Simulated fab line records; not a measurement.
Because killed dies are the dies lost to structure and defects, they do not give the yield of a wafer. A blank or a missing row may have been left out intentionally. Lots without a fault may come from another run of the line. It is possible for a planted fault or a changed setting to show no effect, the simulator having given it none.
Which of the tools did it?    flow nand_harc    Sampling: 12 lots, 36 wafers, 5 of 1302 route steps

WHAT THE GAUGES READ, wafer by wafer
NHARC_END_SORT_01.
lot   measured      on         killed_at_array  killed_at_other  killed_at_periphery  killed_dies  killed_open  killed_short
L540  day 24 19:58  prober-01  61 77 70         4 2 3            2 2 2                67 81 75     4 3 2        3 2 4
L541  day 24 18:29  prober-02  59 54 53         3 2 0            15 8 11              77 64 64     7 2 3        5 3 1
L544  day 25 05:32  prober-02  23 36 27         0 0 0            3 3 3                26 39 30     1 2 8        1 7 2
L545  day 27 00:28  prober-02  63 61 65         0 1 0            3 6 6                66 68 71     5 6 4        2 3 7
L546  day 27 01:14  prober-01  95 112 108       2 0 6            1 2 1                98 114 115   2 1 3        3 5 0
L553  day 29 21:00  prober-02  674 677 671      2 0 0            1 0 6                677 677 677  1 2 3        2 3 5
L555  day 30 12:39  prober-01  672 672 668      0 1 2            5 4 7                677 677 677  2 5 4        3 3 3
L557  day 32 23:23  prober-01  30 43 41         1 0 1            5 2 3                36 45 45     8 1 4        1 2 2
L560  day 33 06:24  prober-02  67 76 57         0 0 0            5 6 3                72 82 60     8 4 1        3 0 0
L559  day 33 14:14  prober-02  29 44 48         1 3 6            3 6 3                33 53 57     1 5 0        1 3 4
L562  day 33 22:07  prober-01  68 68 74         0 1 2            1 3 6                69 72 82     3 2 1        0 2 1
L563  day 34 11:32  prober-02  54 41 46         2 1 0            2 2 2                58 44 48     1 1 3        3 3 3

WHICH TOOL RAN EACH LOT (tool, then ch and the chambers of the sampled wafers, then the start)
lot   NHARC_A_STAIRCASE_ETCH_201                     NHARC_A_STAIRCASE_ETCH_223                     NHARC_A_STAIRCASE_ETCH_225          NHARC_A_STAIRCASE_ETCH_230
L540  rie_diel-05 ch 0,3, day 16 05:17 or earlier    rie_diel-05 ch 1,2, day 16 05:17 or earlier    rie_diel-05 ch 0,1,3, day 16 05:17  rie_diel-05 ch 0,1,3, day 24 19:58 or earlier
L541  rie_diel-05 ch 0,2, day 16 11:30 or earlier    rie_diel-05 ch 0,1,2, day 16 11:30 or earlier  rie_diel-05 ch 1,3, day 16 11:30    rie_diel-13 ch 1,2,3, day 24 18:29 or earlier
L544  rie_diel-13 ch 1,2, day 17 09:10 or earlier    rie_diel-13 ch 1,2,3, day 17 09:10 or earlier  rie_diel-13 ch 0,1,3, day 17 09:10  rie_diel-01 ch 2,3, day 25 05:32 or earlier
L545  rie_diel-13 ch 0,1, day 18 13:21 or earlier    rie_diel-13 ch 1,2, day 18 13:21 or earlier    rie_diel-13 ch 2,3, day 18 13:21    rie_diel-05 ch 0,1,2, day 27 00:28 or earlier
L546  rie_diel-13 ch 0,2, day 18 20:47 or earlier    rie_diel-01 ch 0,2,3, day 18 20:47 or earlier  rie_diel-01 ch 0,2, day 18 20:47    rie_diel-01 ch 0,2, day 27 01:14 or earlier
L553  rie_diel-05 ch 1,2, day 21 14:56 or earlier    rie_diel-13 ch 0,2, day 21 14:56 or earlier    rie_diel-13 ch 1,3, day 21 14:56    rie_diel-01 ch 1,3, day 29 21:00 or earlier
L555  rie_diel-01 ch 0,3, day 22 04:45 or earlier    rie_diel-13 ch 0,1,3, day 22 04:45 or earlier  rie_diel-13 ch 0,3, day 22 04:45    rie_diel-05 ch 2,3, day 30 12:39 or earlier
L557  rie_diel-01 ch 2,3, day 23 12:47 or earlier    rie_diel-05 ch 0,1, day 23 12:47 or earlier    rie_diel-05 ch 1,2,3, day 23 12:47  rie_diel-01 ch 0,1, day 32 23:23 or earlier
L560  rie_diel-05 ch 2,3, day 24 14:35 or earlier    rie_diel-05 ch 0,1, day 24 14:35 or earlier    rie_diel-05 ch 2,3, day 24 14:35    rie_diel-01 ch 0,2, day 33 06:24 or earlier
L559  rie_diel-13 ch 0,2,3, day 24 19:04 or earlier  rie_diel-01 ch 0,1, day 24 19:04 or earlier    rie_diel-01 ch 0,1,3, day 24 19:04  rie_diel-01 ch 0,1,3, day 33 14:14 or earlier
L562  rie_diel-13 ch 0,1,2, day 25 09:53 or earlier  rie_diel-01 ch 0,1,2, day 25 09:53 or earlier  rie_diel-01 ch 0,2,3, day 25 09:53  rie_diel-13 ch 0,1,3, day 33 22:07 or earlier
L563  rie_diel-05 ch 0,1,3, day 26 02:04 or earlier  rie_diel-13 ch 1,2, day 26 02:04 or earlier    rie_diel-13 ch 1,2, day 26 02:04    rie_diel-05 ch 0,1, day 34 11:32 or earlier
- NHARC_A_STAIRCASE_ETCH_201: etches the open film in C4F8/O2, target depth 100 nm, time 40.5 s.
- NHARC_A_STAIRCASE_ETCH_223: etches the open film in C4F8/O2, target depth 100 nm, time 40.5 s.
- NHARC_A_STAIRCASE_ETCH_225: etches the open film in C4F8/O2, target depth 100 nm, time 40.5 s.
- NHARC_A_STAIRCASE_ETCH_230: etches the open film in C4F8/O2, target depth 100 nm, time 40.5 s.

WHAT THE TOOLS THEMSELVES READ (means of the sampled wafers that have a number; where no wafer has one, the mark that the record gives instead)
NHARC_A_STAIRCASE_ETCH_201.
lot   tool         oes_product_au (a.u.)  rf_fwd_power_W (W)  rf_vpp_V (V)
L540  rie_diel-05  0.949                  594                 904
L541  rie_diel-05  0.946                  595                 895
L544  rie_diel-13  0.949                  592                 892
L545  rie_diel-13  0.942                  593                 891
L546  rie_diel-13  0.938                  593                 890
L553  rie_diel-05  0.941                  595                 888
L555  rie_diel-01  0.968                  592                 894
L557  rie_diel-01  0.952                  588                 899
L560  rie_diel-05  0.939                  594                 890
L559  rie_diel-13  0.944                  595                 891
L562  rie_diel-13  0.948                  594                 891
L563  rie_diel-05  0.956                  594                 897

NHARC_A_STAIRCASE_ETCH_223.
lot   tool         oes_product_au (a.u.)  rf_fwd_power_W (W)  rf_vpp_V (V)
L540  rie_diel-05  0.945                  595                 888
L541  rie_diel-05  0.938                  597                 894
L544  rie_diel-13  0.939                  591                 893
L545  rie_diel-13  0.942                  593                 892
L546  rie_diel-01  0.962                  588                 898
L553  rie_diel-13  0.944                  595                 890
L555  rie_diel-13  0.949                  594                 891
L557  rie_diel-05  0.943                  596                 894
L560  rie_diel-05  0.933                  595                 899
L559  rie_diel-01  0.951                  592                 900
L562  rie_diel-01  0.946                  592                 900
L563  rie_diel-13  0.943                  595                 892

NHARC_A_STAIRCASE_ETCH_225.
lot   tool         oes_product_au (a.u.)  rf_fwd_power_W (W)  rf_vpp_V (V)
L540  rie_diel-05  0.943                  593                 898
L541  rie_diel-05  0.948                  593                 897
L544  rie_diel-13  0.942                  597                 892
L545  rie_diel-13  0.940                  594                 894
L546  rie_diel-01  0.955                  591                 899
L553  rie_diel-13  1.258                  595                 892
L555  rie_diel-13  1.262                  595                 891
L557  rie_diel-05  0.948                  590                 891
L560  rie_diel-05  0.942                  596                 891
L559  rie_diel-01  0.956                  591                 897
L562  rie_diel-01  0.937                  590                 897
L563  rie_diel-13  0.948                  592                 892

NHARC_A_STAIRCASE_ETCH_230.
lot   tool         oes_product_au (a.u.)  rf_fwd_power_W (W)  rf_vpp_V (V)
L540  rie_diel-05  0.949                  593                 899
L541  rie_diel-13  0.941                  595                 894
L544  rie_diel-01  0.977                  589                 901
L545  rie_diel-05  0.970                  594                 893
L546  rie_diel-01  0.951                  592                 899
L553  rie_diel-01  0.930                  591                 900
L555  rie_diel-05  0.956                  593                 895
L557  rie_diel-01  0.958                  590                 901
L560  rie_diel-01  0.970                  590                 899
L559  rie_diel-01  0.943                  593                 897
L562  rie_diel-13  0.970                  593                 890
L563  rie_diel-05  0.982                  597                 898

THE ANSWER, worked out from the rows above alone
Rule: the usual values come from the lots themselves. Put in order of their means at a reading, lots are off if they are a third of the lots or fewer, leave a main group of 4 or more, and stand apart from it by a gap of 3 or more times the standard deviation of the main group's means; of several such gaps the widest counts. A main group is skipped when, at the precision printed for the reading in the tables above, its means are all equal. A lot without any number at a reading at which 4 lots or more have one is off too. Where the step has rows for the other lots, those lots are counted as sound. The gauges are gone through in route order, then the tools' own readings, and for those a lot's mean is taken as printed above. The first step at which some lot is off is used, and at that step the reading that is off furthest; a lot without a number counts as furthest.
Off: L553, L555, at NHARC_END_SORT_01 (killed_at_array). Mean 58 and standard deviation 21 in the main group.
If a tool, at a process step before that reading, ran all the lots that are off and no sound lot after the first of them, it fits. The gauges at NHARC_END_SORT_01 aren't tried: what is off there is off at NHARC_A_STAIRCASE_ETCH_225 too, on other tools, and a gauge's error can't cause that. Because NHARC_A_STAIRCASE_ETCH_201 lacks a start for some lots, the hours and order of its lots are taken from NHARC_A_STAIRCASE_ETCH_225. Because NHARC_A_STAIRCASE_ETCH_223 lacks a start for some lots, the hours and order of its lots are taken from NHARC_A_STAIRCASE_ETCH_225. Because NHARC_A_STAIRCASE_ETCH_230 lacks a start for some lots, the hours and order of its lots are taken from NHARC_END_SORT_01. Of those tried, none fits.

WHAT THE SIMULATOR PUT IN
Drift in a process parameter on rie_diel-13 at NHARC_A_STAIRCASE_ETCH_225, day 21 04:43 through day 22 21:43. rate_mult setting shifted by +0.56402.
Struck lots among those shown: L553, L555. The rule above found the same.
